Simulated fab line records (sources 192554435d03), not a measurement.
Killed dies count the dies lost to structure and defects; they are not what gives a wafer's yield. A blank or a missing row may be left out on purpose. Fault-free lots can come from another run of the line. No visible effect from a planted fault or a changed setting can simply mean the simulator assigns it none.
fab line records	flow n5Finfet
[record] lots = 12	wafers = 35	lastDay = 18
route steps=1938 shown BEOL_M8@1352 PASSIVATION@1936
lots that met no fault: from a run of the same line without faults
startH: the number of hours between the record's first day and the start of the first shown wafer of the lot	waitH: hours since the lot's step before	" repeats the value in the row above	L1.1+2: a row that stands for several wafers	- value missing, or start not given	* or withheld: withheld	< > ~ a bound
route shown NAME@n: NAME is a module with steps in the file, n the number in the route of the first one	usual: mean/standard deviation taken from wafers without a fault	same: alike in all rows	chamber/n: place in a boat	sites: readings site by site	_std_site: the values' standard deviation	_edge_site: mean of outer sites minus mean of inner sites	radiusMm: how far each site lies from the wafer's centre	mask NAME#n: copy n	behind: the tool/chamber that last shaped the wafer	hold: why the lot was held/for how many hours/how that ended	device: whichever transistor did not switch (one of n, p or np)	end of line: tests of these same wafers at the route's end	step lacking rows: just its recipe	killed: dies lost to structure and defects at the first sort, not the wafer's yield	map: the dies of a wafer, with x for killed, . for not killed, _ for no die there
set.NAME: the setting that was run; set.NAME@STEP: the one run at that earlier step	model.NAME: the simulator's own value behind a step, which no gauge read
the route's steps for a sample of lots (tables are steps, rows are wafers)
services: from which hour (startH, from the record's first day; less than 0 if before it) a tool's chamber was out of use, for how many hours, and why
[[steps]]
[step N5_BEOL_M8_STRIP_67]
[recipe] chemistry = CF4	resist = SiARC	powerW = 300	biasPowerW = 75	pressureMtorr = 50	cf4FlowSccm = 150	rfFrequencyHz = 6e+07
[usual] drypumpMotorCurrentA = 5.9/0.35	oesProductAu = 0.82/0.071	rfVppV = 271.7/1.5	showerheadPlenumPTorr = 1.81/0.054	throttleValvePct = 13.51/0.27
lot.wafer	tool	chamber	startH	waitH	drypumpMotorCurrentA	oesProductAu	rfHoursCounterH	rfVppV	showerheadPlenumPTorr	throttleValvePct
L216.2	rieDiel-01	2	199.47	0.0	5.9	0.70	238	272.2	1.82	13.74
L216.3	"	0	"	"	6.0	0.85	55	273.0	1.90	13.46
L216.5	"	1	"	"	6.1	0.97	-	271.3	1.75	13.22
L217.2	rieDiel-01	2	217.37	0.0	5.9	0.69	244	272.8	1.82	13.77
L217.4	"	1	"	"	6.0	0.95	8	268.6	1.75	13.23
L217.6	"	3	"	"	5.3	0.85	-	273.8	1.91	13.65
L220.1	rieDiel-01	0	220.52	0.0	6.0	0.83	62	271.3	1.90	13.49
L220.2	"	1	"	"	6.1	0.94	10	271.4	1.75	13.25
L220.5	"	1	"	"	6.0	0.94	-	269.9	1.75	13.26
L218.3	rieDiel-06	2	222.33	0.0	5.7	0.85	58	269.5	1.75	13.41
L218.4	"	3	"	"	5.4	0.69	222	271.4	1.78	13.98
L218.6	"	3	"	"	5.4	0.68	-	269.9	1.78	14.00
L222.4	rieDiel-02	0	238.20	0.0	6.0	0.82	79	272.0	1.80	13.32
L222.5	"	3	"	"	5.5	0.85	-	273.8	1.83	13.14
L222.6	"	2	"	"	6.2	0.85	-	271.0	1.80	13.14
L224.3	rieDiel-01	0	248.50	0.0	6.0	0.82	74	273.5	1.90	13.51
L224.4	"	2	"	"	5.9	0.69	251	272.3	1.82	13.79
L224.6	"	3	"	"	5.3	0.83	-	273.5	1.91	13.69
L226.2	rieDiel-01	0	256.65	0.0	6.0	0.82	77	271.8	1.90	13.50
L226.3	"	1	"	"	6.1	0.90	25	271.8	1.75	13.28
L226.6	"	3	"	"	5.3	0.83	-	273.9	1.91	13.69
L225.1	rieDiel-02	3	267.49	0.0	5.5	0.83	51	272.1	1.82	13.14
L225.4	"	0	"	"	6.0	0.81	90	270.4	1.80	13.35
L225.5	"	2	"	"	6.2	0.84	-	272.2	1.80	13.16
L227.3	rieDiel-01	3	279.04	0.0	5.3	0.82	63	275.5	1.90	13.69
L227.6	"	1	"	"	6.1	0.88	-	271.0	1.74	13.30
L232.1	rieDiel-02	0	302.55	0.0	6.0	0.80	101	270.6	1.79	13.38
L232.4	"	3	"	"	5.5	0.82	-	272.8	1.82	13.17
L232.5	"	2	"	"	6.2	0.83	-	272.2	1.80	13.19
L239.2	rieDiel-01	0	340.60	0.0	6.0	0.79	110	272.8	1.89	13.57
L239.4	"	3	"	"	5.3	0.80	86	273.3	1.90	13.78
L239.5	"	1	"	"	6.0	0.85	-	270.1	1.74	13.33
L238.3	rieDiel-02	0	343.71	0.0	6.0	0.79	117	269.9	1.79	13.42
L238.4	"	1	"	"	5.5	0.95	10	271.6	1.84	13.62
L238.5	"	0	"	"	6.0	0.79	-	270.9	1.79	13.42
[step N5_BEOL_M8_PRE_CLEAN_45]
[recipe] gas = H2/He	timeS = 30	tempC = 250
[usual] heaterPowerW = 319/29
lot.wafer	tool	chamber	startH	waitH	heaterPowerW
L216.2	pvdSputter-02	-	203.95	0.0	309
L216.3	"	-	"	"	338
L216.5	"	-	"	"	339
L217.2	pvdSputter-01	-	220.17	0.0	355
L217.4	"	-	"	"	354
L217.6	"	-	"	"	338
L220.1	pvdSputter-03	-	222.17	0.0	293
L220.2	"	-	"	"	273
L220.5	"	-	"	"	303
L218.3	pvdSputter-01	-	226.52	0.0	343
L218.4	"	-	"	"	348
L218.6	"	-	"	"	344
L222.4	pvdSputter-03	-	243.24	0.0	301
L222.5	"	-	"	"	294
L222.6	"	-	"	"	302
L224.3	pvdSputter-03	-	250.91	0.0	294
L224.4	"	-	"	"	303
L224.6	"	-	"	"	280
L226.2	pvdSputter-03	-	258.65	0.0	297
L226.3	"	-	"	"	292
L226.6	"	-	"	"	294
L225.1	pvdSputter-03	-	273.07	0.0	296
L225.4	"	-	"	"	302
L225.5	"	-	"	"	303
L227.3	pvdSputter-01	-	282.50	0.0	337
L227.6	"	-	"	"	345
L232.1	pvdSputter-02	-	306.58	0.0	315
L232.4	"	-	"	"	333
L232.5	"	-	"	"	276
L239.2	pvdSputter-02	-	343.06	0.0	339
L239.4	"	-	"	"	329
L239.5	"	-	"	"	338
L238.3	pvdSputter-03	-	347.59	0.0	274
L238.4	"	-	"	"	299
L238.5	"	-	"	"	303
[step N5_BEOL_M8_SPUTTER_48]
[recipe] material = Cu	targetThkA = 100	tempC = -20	biasV = 60	powerW = 26000	chamberPressurePa = 0.13	timeS = 1.667
[usual] cathodeDcPowerW = 26000/4.7	throttleValvePct = 29.8/1.1
lot.wafer	tool	chamber	startH	waitH	cathodeDcPowerW	throttleValvePct
L216.2	pvdSputter-02	-	204.65	0.2	26004	29.1
L216.3	"	-	"	"	26001	29.6
L216.5	"	-	"	"	26007	29.3
L217.2	pvdSputter-01	-	220.85	0.1	26009	30.9
L217.4	"	-	"	"	26001	28.9
L217.6	"	-	"	"	26002	30.1
L220.1	pvdSputter-02	-	223.20	0.3	25997	28.2
L220.2	"	-	"	"	25999	29.2
L220.5	"	-	"	"	25995	29.5
L218.3	pvdSputter-01	-	227.20	0.1	26002	29.3
L218.4	"	-	"	"	26005	32.2
L218.6	"	-	"	"	26002	30.0
L222.4	pvdSputter-01	-	244.07	0.1	26001	29.1
L222.5	"	-	"	"	25999	31.9
L222.6	"	-	"	"	26003	30.6
L224.3	pvdSputter-03	-	251.47	0.1	26000	30.5
L224.4	"	-	"	"	26007	29.4
L224.6	"	-	"	"	26001	29.1
L226.2	pvdSputter-02	-	260.54	0.1	26005	28.9
L226.3	"	-	"	"	25995	29.7
L226.6	"	-	"	"	25998	29.6
L225.1	pvdSputter-01	-	273.88	0.1	25993	29.1
L225.4	"	-	"	"	25998	31.9
L225.5	"	-	"	"	26002	29.0
L227.3	pvdSputter-01	-	283.34	0.1	25994	30.6
L227.6	"	-	"	"	26008	32.3
L232.1	pvdSputter-02	-	307.38	0.2	26002	29.6
L232.4	"	-	"	"	25995	29.0
L232.5	"	-	"	"	25997	29.1
L239.2	pvdSputter-02	-	343.74	0.2	25995	29.3
L239.4	"	-	"	"	26009	29.4
L239.5	"	-	"	"	23812	27.8
L238.3	pvdSputter-02	-	348.30	0.1	23802	28.2
L238.4	"	-	"	"	25997	29.3
L238.5	"	-	"	"	23811	28.0
[step N5_BEOL_M8_RS_MEAS_57]
[recipe] thkMeasGauge = four-point-probe	reads = Cu_of_BEOL_M8_ECD_50+Co_of_BEOL_M8_CVD_78+TaN_of_BEOL_M8_ALD_77
[usual] M8_RS = 0.287/0.0073
lot.wafer	tool	chamber	startH	waitH	M8_RS[ohm/sq]
L216.2	filmMetro-01	-	206.00	0.1	0.291
L216.3	"	-	"	"	0.281
L216.5	"	-	"	"	0.286
L217.2	filmMetro-01	-	221.80	0.1	0.304
L217.4	"	-	"	"	0.291
L217.6	"	-	"	"	0.290
L220.1	filmMetro-01	-	224.23	0.1	0.280
L220.2	"	-	"	"	0.283
L220.5	"	-	"	"	0.279
L218.3	filmMetro-01	-	228.26	0.1	0.282
L218.4	"	-	"	"	0.284
L218.6	"	-	"	"	0.292
L222.4	filmMetro-01	-	245.44	0.0	0.281
L222.5	"	-	"	"	0.282
L222.6	"	-	"	"	0.288
L224.3	filmMetro-02	-	252.41	0.1	0.278
L224.4	"	-	"	"	0.294
L224.6	"	-	"	"	0.278
L226.2	filmMetro-01	-	261.48	0.1	0.290
L226.3	"	-	"	"	0.304
L226.6	"	-	"	"	0.293
L225.1	filmMetro-02	-	275.21	0.1	0.276
L225.4	"	-	"	"	0.279
L225.5	"	-	"	"	0.277
L227.3	filmMetro-01	-	284.28	0.1	0.286
L227.6	"	-	"	"	0.293
L232.1	filmMetro-02	-	308.61	0.1	0.297
L232.4	"	-	"	"	0.291
L232.5	"	-	"	"	0.289
L239.2	filmMetro-01	-	344.67	0.1	0.274
L239.4	"	-	"	"	0.286
L239.5	"	-	"	"	0.282
L238.3	filmMetro-01	-	349.62	0.1	0.289
L238.4	"	-	"	"	0.285
L238.5	"	-	"	"	0.287
[step N5_PASSIVATION_PROBE_49]
[usual] defectLimitedYield = 91.2/1.3	killed_at_M0_to_M3 = 34/10	killed_at_M4_up = 13/4.6	killedAtContacts = 13/5.5	killedAtFrontEnd = 41/12	killedAtOther = 2.8/2.4	killedDies = 104/16	killedOpen = 67/12	killedShort = 33/7.2	sort_bin_4_leakage = 0.00/0.012	sort_bin_5_function = 5.1/0.86	sort_bin_6_memory = 3.3/0.62	sortNPass = 1076/16	sortYieldPct = 91.2/1.3
[same] grossDies = 1180	killedAtBackSide = 0	sort_bin_8_speed[%] = 0
lot.wafer	tool	chamber	startH	waitH	defectLimitedYield[%]	killed_at_M0_to_M3	killed_at_M4_up	killedAtContacts	killedAtFrontEnd	killedAtOther	killedDies	killedOpen	killedShort	sort_bin_4_leakage[%]	sort_bin_5_function[%]	sort_bin_6_memory[%]	sortNPass	sortYieldPct[%]
L224.3	prober-01	-	326.19	0.1	91.4	23	10	10	56	3	102	54	33	0	4.7	2.7	1078	91.4
L224.4	prober-01	-	326.24	0.2	92.2	31	8	10	43	0	92	52	30	0	4.5	2.6	1088	92.2
L224.6	prober-01	-	326.34	0.3	91.7	32	11	21	31	3	98	57	35	0	5.1	3.1	1082	91.7
// killed by level:class
L224.3 STI_FIN_REVEAL:geometricParticle:open=11 GATE_CUT:geometricParticle:short=9 HKMG_FIN:areaEtch=9 FIN_SAQP:geometricParticle:open=8 MOL_CONTACT_COAG:geometricParticle:open=7 BEOL_M0_SAQP:geometricParticle:short=6 DUMMY_GATE:geometricParticle:open=4 BEOL_M1:geometricParticle:open=4
L224.4 MOL_CONTACT_COAG:geometricParticle:open=8 GATE_CUT:geometricParticle:short=7 BEOL_M1:geometricParticle:open=7 HKMG_FIN:areaEtch=6 BEOL_M3:geometricParticle:open=5 FIN_SAQP:geometricParticle:open=4 GATE_CUT:geometricParticle:open=4 BEOL_M0_SAQP:geometricParticle:open=4
L224.6 MOL_CONTACT_COAG:geometricParticle:open=14 BEOL_M0_SAQP:geometricParticle:short=8 MOL_CONTACT_COAG:geometricParticle:short=7 GATE_CUT:geometricParticle:short=6 BEOL_M1:geometricParticle:open=6 GATE_CUT:geometricParticle:open=5 BEOL_M0_SAQP:geometricParticle:open=5 STI_FIN_REVEAL:geometricParticle:open=4
[[services]]
tool	chamber	startH	hours	kind
rieDiel-01	-	189.34	0.3	repair
rieDiel-01	2	218.92	9.9	repair
rieDiel-02	0	219.88	3.8	repair
rieDiel-01	2	254.45	7.3	repair
rieDiel-01	2	261.77	-	clean
rieDiel-01	2	261.77	-	consumableReplace:focusRing
rieDiel-01	2	261.77	11.2	scheduledDown
rieDiel-01	2	261.77	11.2	ventCycle
rieDiel-02	1	302.20	-	clean
rieDiel-02	1	302.20	-	consumableReplace:focusRing
rieDiel-02	1	302.20	17.0	scheduledDown
rieDiel-02	1	302.20	17.0	ventCycle
rieDiel-06	3	303.32	-	clean
rieDiel-06	3	303.32	-	consumableReplace:focusRing
rieDiel-06	3	303.32	15.4	scheduledDown
rieDiel-06	3	303.32	15.4	ventCycle
rieDiel-01	2	315.73	7.1	repair
[[key]]
[firstSign] step = N5_BEOL_M8_SPUTTER_48	reading = cathodeDcPowerW	direction = down	sigmas = 99+	usual = *	struck = *
effect none on later readings
metAt N5_BEOL_M8_SPUTTER_48
struckLots L238,L239
struckWafers L238.3,L238.5,L239.5
notActingAt N5_BEOL_M8_STRIP_67,N5_BEOL_M8_PRE_CLEAN_45,N5_BEOL_M8_RS_MEAS_57
onsetBetween 223.20 343.74
[fault] kind = processParameterDrift	tool = pvdSputter-02	chamber = -	onsetH = 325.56	steps = N5_BEOL_M8_SPUTTER_48	channel = powerW	offset = *	shape = step	endH = 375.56	actsIn = *	stated = *	scope = struckWafersOnly
